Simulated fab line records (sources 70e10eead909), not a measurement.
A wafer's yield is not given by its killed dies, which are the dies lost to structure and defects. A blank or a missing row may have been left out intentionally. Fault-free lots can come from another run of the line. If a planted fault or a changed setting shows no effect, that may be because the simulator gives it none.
Which tool was responsible? ; flow nandHarc ; 33 wafers from 11 lots sampled at 5 of the route's 1159 steps

== WHAT THE GAUGES READ, wafer by wafer ==
NHARC_A_CHANNEL_HOLE_D1_INSPECT_40.
lot;measured;on;rawDefectCount
L413;day 9 08:39;defectInspect-01;86 92 58
L415;day 9 12:56;defectInspect-02;36 37 35
L418;day 10 00:36;defectInspect-02;73 59 48
L416;day 10 05:24;defectInspect-01;60 58 52
L419;day 10 08:07;defectInspect-02;45 53 79
L423;day 11 15:13;defectInspect-02;328 309 313
L422;day 12 04:24;defectInspect-01;309 330 342
L427;day 12 13:29;defectInspect-02;42 54 50
L429;day 12 23:56;defectInspect-01;48 42 36
L433;day 13 22:31;defectInspect-01;79 48 66
L434;day 14 19:08;defectInspect-01;44 48 62

== TOOL THAT RAN EACH LOT (tool first, then ch and the chambers of the sampled wafers, then the start) ==
lot;NHARC_A_CHANNEL_HOLE_D1_ETCH_38;NHARC_A_CHANNEL_HOLE_D1_ETCH_34;NHARC_A_CHANNEL_HOLE_D1_ETCH_20;NHARC_A_CHANNEL_HOLE_D1_STRIP_27
L413;rieDiel-10 ch 1,2, day 9 01:49;rieDiel-10 ch 0,2, day 9 03:08 or earlier;harEtch-01 ch 0,1, day 9 03:08;rieDiel-10 ch 0,2, day 9 08:39 or earlier
L415;rieDiel-10 ch 0,2,3, day 9 04:02;rieDiel-10 ch 1,2, day 9 07:21 or earlier;harEtch-02 ch 0,1, day 9 07:21;rieDiel-02 ch 1,2,3, day 9 12:56 or earlier
L418;rieDiel-02 ch 0,1,3, day 9 17:47;rieDiel-02 ch 0,1,3, day 9 19:01 or earlier;harEtch-01 ch 0,1, day 9 19:01;rieDiel-06 ch 1,2,3, day 10 00:36 or earlier
L416;rieDiel-10 ch 0,1,2, day 9 20:06;rieDiel-10 ch 0,1, day 9 23:50 or earlier;harEtch-02 ch 0,1, day 9 23:50;rieDiel-10 ch 0,2,3, day 10 05:24 or earlier
L419;rieDiel-10 ch 0,1,2, day 10 00:43;rieDiel-10 ch 0,1, day 10 02:35 or earlier;harEtch-01 ch 1, day 10 02:35;rieDiel-10 ch 0,1, day 10 08:07 or earlier
L423;rieDiel-10 ch 1,2, day 11 08:16;rieDiel-10 ch 1,2, day 11 09:38 or earlier;harEtch-01 ch 0,1, day 11 09:38;rieDiel-06 ch 1,2, day 11 15:13 or earlier
L422;rieDiel-10 ch 0,1, day 11 21:35;rieDiel-10 ch 0,1, day 11 22:47 or earlier;harEtch-01 ch 0,1, day 11 22:47;rieDiel-06 ch 0,3, day 12 04:24 or earlier
L427;rieDiel-06 ch 0,1,2, day 12 06:41;rieDiel-06 ch 0,2,3, day 12 07:53 or earlier;harEtch-02 ch 0,1, day 12 07:53;rieDiel-06 ch 0,2,3, day 12 13:29 or earlier
L429;rieDiel-06 ch 2,3, day 12 16:28;rieDiel-06 ch 2,3, day 12 17:55 or earlier;harEtch-02 ch 0,1, day 12 17:55;rieDiel-02 ch 1,3, day 12 22:50
L433;rieDiel-02 ch 0,2, day 13 15:32;rieDiel-02 ch 1,3, day 13 16:44 or earlier;harEtch-02 ch 0,1, day 13 16:44;rieDiel-02 ch 1,2,3, day 13 22:31 or earlier
L434;rieDiel-10 ch 0,2,3, day 14 12:20;rieDiel-10 ch 0,2,3, day 14 13:33 or earlier;harEtch-01 ch 0,1, day 14 13:33;rieDiel-10 ch 0,2,3, day 14 19:08 or earlier
- NHARC_A_CHANNEL_HOLE_D1_ETCH_38: etches the open film in CF4, target depth 39 nm, time 65 s.
- NHARC_A_CHANNEL_HOLE_D1_ETCH_34: etches the open film in CF4/CHF3, target depth 154 nm, time 77 s.
- NHARC_A_CHANNEL_HOLE_D1_ETCH_20: etches the open film in C4F8/O2/Ar, time 361.9 s, target depth 1600 nm.
- NHARC_A_CHANNEL_HOLE_D1_STRIP_27: strips in O2.

== THE ANSWER, worked out from the rows above alone ==
Rule: the usual values come from the lots themselves. Put in order of their means at a reading, lots are off if they are a third of the lots or fewer, leave a main group of 4 or more, and stand apart from it by a gap of 3 or more times the standard deviation of the main group's means; of several such gaps the widest counts. If all means in a main group match to the digits the tables above print for the reading, that group is not used. Also off: a lot with no number at a reading for which 4 or more lots have one. All remaining lots with rows at the step are treated as sound.
Off: L423, L422 (NHARC_A_CHANNEL_HOLE_D1_INSPECT_40, rawDefectCount). Mean 55 and standard deviation 12 in the main group.
A tool fits if, at a process step before that reading, it ran every lot that is off, and no sound lot after the first of them. The gauges at NHARC_A_CHANNEL_HOLE_D1_INSPECT_40 are tried like those tools. Because NHARC_A_CHANNEL_HOLE_D1_ETCH_34 lacks a start for some lots, the hours and order of its lots are taken from NHARC_A_CHANNEL_HOLE_D1_ETCH_20. Because NHARC_A_CHANNEL_HOLE_D1_STRIP_27 lacks a start for some lots, the hours and order of its lots are taken from NHARC_A_CHANNEL_HOLE_D1_INSPECT_40. No candidate that was tried fits.

== WHAT THE SIMULATOR HAD INSERTED ==
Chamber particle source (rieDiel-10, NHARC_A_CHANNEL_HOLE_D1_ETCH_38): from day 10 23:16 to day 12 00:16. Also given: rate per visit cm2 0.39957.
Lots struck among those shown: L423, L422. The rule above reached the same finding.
